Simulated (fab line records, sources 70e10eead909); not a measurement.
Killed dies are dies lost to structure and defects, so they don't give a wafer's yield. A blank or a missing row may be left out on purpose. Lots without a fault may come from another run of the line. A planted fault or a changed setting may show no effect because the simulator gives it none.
A struck lot beside a sound one | flow nand_harc | 38 steps out of a route of 1159
Sound: wafers L983.1, L983.2, L983.3. Struck: wafers L991.3, L991.5, L991.6. The cause comes at the end.
At each step with rows: each side's tool, then ch and its chambers, then its first start. Under that, the readings that differ: sound wafers | struck wafers | difference of the means | sigmas: that difference in standard deviations of wafers without a fault.
alike: readings whose means differ by less than 2 such deviations, and words and numbers that are the same on both sides. not compared: withheld readings, readings that some wafer has no value for, bounds like >300 that may hide the same value, and numbers for which the record gives no deviation and whose values overlap.
The two part at a step that has a row with sigmas, a row that says differs or no value, or rows on one side only. Numbers that don't overlap but have no deviation are shown without sigmas and don't part them. A reading that every wafer of one side lacks parts them only if that side has two wafers or more.

first, 9 steps without rows for these wafers: NHARC_A_CHANNEL_HOLE_D1_DEP_00 (deposits aC, target thk 3100 nm); NHARC_A_CHANNEL_HOLE_D1_DEP_01 (deposits SiON, target thk 140 nm); NHARC_A_CHANNEL_HOLE_D1_DEHYDRATE_02 (time 120 s); NHARC_A_CHANNEL_HOLE_D1_HMDS_03 (time 30 s); NHARC_A_CHANNEL_HOLE_D1_COAT_36 (time 75 s); NHARC_A_CHANNEL_HOLE_D1_COAT_37 (time 65 s); NHARC_A_CHANNEL_HOLE_D1_COAT_04 (resist thk 90 nm); NHARC_A_CHANNEL_HOLE_D1_SOFTBAKE_05 (time 55 s); NHARC_A_CHANNEL_HOLE_D1_EBR_06.
NHARC_A_CHANNEL_HOLE_D1_EXPOSE_07: exposes mask HOLE D1, target cd 100 nm.
  sound on arfi_scanner-02 ch 0, day 11 09:50; struck on arfi_scanner-02 ch 0, day 12 03:17
  reading              | sound             | struck            | difference | sigmas
  exposure_dose_mJ_cm2 | 59.58 59.58 59.56 | 69.68 69.54 69.62 | +10.04     | +99 or more
  alike: mask
then, 2 steps without rows for these wafers: NHARC_A_CHANNEL_HOLE_D1_PEB_08 (peb time 65 s); NHARC_A_CHANNEL_HOLE_D1_DEVELOP_09 (develop time 35 s).
NHARC_A_CHANNEL_HOLE_D1_CD_MEAS_10: target cd 100 nm.
  sound on cd_sem-02 ch 0, day 11 09:58; struck on cd_sem-02 ch 0, day 12 03:25
  reading    | sound             | struck            | difference | sigmas
  cd_nm (nm) | 101.6 101.4 100.7 | 107.5 107.4 108.2 | +6.5       | +12
NHARC_A_CHANNEL_HOLE_D1_DESCUM_15: chemistry O2, time 3 s.
  sound on rie_diel-09 ch 0,2,3, day 11 10:10; struck on rie_diel-09 ch 0,3, day 12 03:36
  reading                            | sound             | struck            | difference | sigmas
  model.A_CHANNEL_HOLE_D1.cd_nm (nm) | 100.7 101.6 100.7 | 107.4 106.6 108.1 | +6.4       |
  alike: chamber_pressure_mTorr, drypump_motor_current_A, oes_product_au, rf_vpp_V, showerhead_plenum_p_Torr, throttle_valve_pct
  not compared: rf_hours_counter_h
then, 4 steps without rows for these wafers: NHARC_A_CHANNEL_HOLE_D1_ETCH_38 (etches the open film in CF4, target depth 39 nm, time 65 s); NHARC_A_CHANNEL_HOLE_D1_ETCH_39 (etches the open film in N2/H2, target depth 260 nm, time 325 s); NHARC_A_CHANNEL_HOLE_D1_ETCH_34 (etches the open film in CF4/CHF3, target depth 154 nm, time 77 s); NHARC_A_CHANNEL_HOLE_D1_ETCH_16 (etches the open film in O2/COS, target depth 3100 nm, time 806 s).
NHARC_A_CHANNEL_HOLE_D1_CD_MEAS_18:
  sound on cd_sem-03, day 11 11:16; struck on cd_sem-02, day 12 04:43
  reading    | sound             | struck            | difference | sigmas
  cd_nm (nm) | 103.2 100.9 103.0 | 108.4 107.9 109.5 | +6.2       | +3
then, 12 steps without rows for these wafers: NHARC_A_CHANNEL_HOLE_D1_ETCH_19 (etches the open film in C4F8/O2/Ar, time 34.5 s); NHARC_A_CHANNEL_HOLE_D1_ETCH_20 (etches the open film in C4F8/O2/Ar, time 361.9 s, target depth 1600 nm); NHARC_A_CHANNEL_HOLE_D1_ETCH_21 (etches the open film in C4F8/O2/Ar, time 514.3 s, target depth 1600 nm); NHARC_A_CHANNEL_HOLE_D1_ETCH_22 (etches the open film in C4F8/O2/Ar, time 666.7 s, target depth 1600 nm); NHARC_A_CHANNEL_HOLE_D1_ETCH_23 (etches the open film in C4F8/O2/Ar, time 819 s, target depth 1600 nm); NHARC_A_CHANNEL_HOLE_D1_ETCH_24 (etches the open film in C4F8/O2/Ar, time 906.2 s, target depth 1500 nm); NHARC_A_CHANNEL_HOLE_D1_ETCH_25 (etches the open film in C4F8/O2/Ar, time 1040.2 s, target depth 1500 nm); NHARC_A_CHANNEL_HOLE_D1_ETCH_26 (etches the open film in C4F8/O2/Ar, time 224.1 s, target depth 300 nm); NHARC_A_CHANNEL_HOLE_D1_ETCH_33 (etches the open film in C4F8/O2/Ar, time 90 s, target depth 400 nm); NHARC_A_CHANNEL_HOLE_D1_STRIP_41 (strips in N2/H2); NHARC_A_CHANNEL_HOLE_D1_STRIP_42 (strips in CF4/CHF3); NHARC_A_CHANNEL_HOLE_D1_STRIP_43 (strips in O2/COS).
NHARC_A_CHANNEL_HOLE_D1_ETCH_44: etches the open film in CF4/O2, target depth 140 nm, overetch 14 nm, time 77 s.
  sound on rie_diel-10 ch 0,1,2, day 11 21:15; struck on rie_diel-10 ch 0,1, day 12 10:08
  reading                            | sound            | struck            | difference | sigmas
  model.A_CHANNEL_HOLE_D1.cd_nm (nm) | 91.68 92.2 90.11 | 98.23 97.64 97.22 | +6.37      |
  alike: chamber_pressure_mTorr, drypump_motor_current_A, oes_ar_750_au, oes_product_au, rf_vpp_V, showerhead_plenum_p_Torr, throttle_valve_pct
  not compared: rf_hours_counter_h
then, 3 steps without rows for these wafers: NHARC_A_CHANNEL_HOLE_D1_STRIP_27 (strips in O2); NHARC_A_CHANNEL_HOLE_D1_PRECLEAN_28 (cleans in SC1); NHARC_A_CHANNEL_HOLE_D1_SRD_29.
NHARC_A_CHANNEL_HOLE_D1_CD_MEAS_30:
  sound on cd_sem-02, day 11 22:02; struck on cd_sem-03, day 12 10:56
  reading    | sound          | struck         | difference | sigmas
  cd_nm (nm) | 91.9 92.1 90.5 | 98.2 97.7 97.5 | +6.3       | +5
NHARC_A_CHANNEL_HOLE_D1_XSEM_31:
  sound on xsem-01 ch 0, day 11 22:08; struck on xsem-02 ch 0, day 12 11:02
  reading        | sound          | struck         | difference | sigmas
  bot_cd_nm (nm) | 76.3 77.2 75.2 | 83.2 82.4 82.9 | +6.6       | +6
  alike: bow_nm, tilt_deg
-- the record jumps here: 14 days lie between the struck wafers' starts before and after (it left off in module A_CHANNEL_HOLE_D1 and takes up again in module END, whose first step shown is number 1159 of the route) --
NHARC_END_SORT_01:
  the record has rows for the struck wafers here (prober-01 ch 0, day 26 21:52) and none for the sound ones

WHERE THEY PART
First at NHARC_A_CHANNEL_HOLE_D1_EXPOSE_07; last, within this record, at NHARC_END_SORT_01.

WHY: what the simulator had put in
Process parameter drift: arfi_scanner-02, from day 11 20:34 on, at NHARC_A_CHANNEL_HOLE_D1_EXPOSE_07. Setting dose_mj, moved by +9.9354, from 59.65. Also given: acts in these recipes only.
